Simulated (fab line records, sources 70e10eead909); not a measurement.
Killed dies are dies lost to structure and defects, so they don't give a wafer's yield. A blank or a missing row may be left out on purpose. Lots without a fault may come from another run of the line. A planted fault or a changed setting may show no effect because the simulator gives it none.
Which tool did it? | flow nand_harc | 6 lots, 18 wafers sampled, at 2 steps of a route of 1302

WHAT THE GAUGES READ, wafer by wafer
NHARC_A_BLC_CD_MEAS_10: target cd 100 nm.
lot  | measured     | on        | cd_nm (nm)
L196 | day 23 18:45 | cd_sem-03 | 100.8 100.4 100.9
L198 | day 25 12:14 | cd_sem-01 | 100.6 99.4 99.8
L201 | day 25 20:13 | cd_sem-03 | 99.2 100.0 98.8
L202 | day 26 19:27 | cd_sem-01 | 99.6 99.6 99.7
L204 | day 27 01:41 | cd_sem-02 | 99.2 99.5 99.9
L216 | day 31 19:08 | cd_sem-01 | 100.2 99.6 101.1

WHICH TOOL RAN EACH LOT (tool, then ch and the chambers of the sampled wafers, then the start)
lot  | NHARC_A_CONTACT_CVD_19
L196 | cvd_w-02 ch 0,1, day 23 18:45 or earlier
L198 | cvd_w-01 ch 0,1, day 25 12:14 or earlier
L201 | cvd_w-02 ch 0,1, day 25 20:13 or earlier
L202 | cvd_w-01 ch 0,1, day 26 19:27 or earlier
L204 | cvd_w-02 ch 0,1, day 27 01:41 or earlier
L216 | cvd_w-01 ch 0,1, day 31 19:08 or earlier
- NHARC_A_CONTACT_CVD_19: deposits W, target thk 300 nm, time 802 s.

THE ANSWER, worked out from the rows above alone
Rule: what is usual is taken from the lots themselves. Put in order of their means at a reading, lots are off if they are a third of the lots or fewer, leave a main group of 4 or more, and stand apart from it by a gap of 3 or more times the standard deviation of the main group's means; of several such gaps the widest counts. A main group whose means are all the same, to the digits that the tables above print for the reading, isn't used. A lot without any number at a reading at which 4 lots or more have one is off too. The other lots that the step has rows for count as sound.
No lot is off at any reading shown: from this, nothing can be told.

WHAT THE SIMULATOR HAD PUT IN
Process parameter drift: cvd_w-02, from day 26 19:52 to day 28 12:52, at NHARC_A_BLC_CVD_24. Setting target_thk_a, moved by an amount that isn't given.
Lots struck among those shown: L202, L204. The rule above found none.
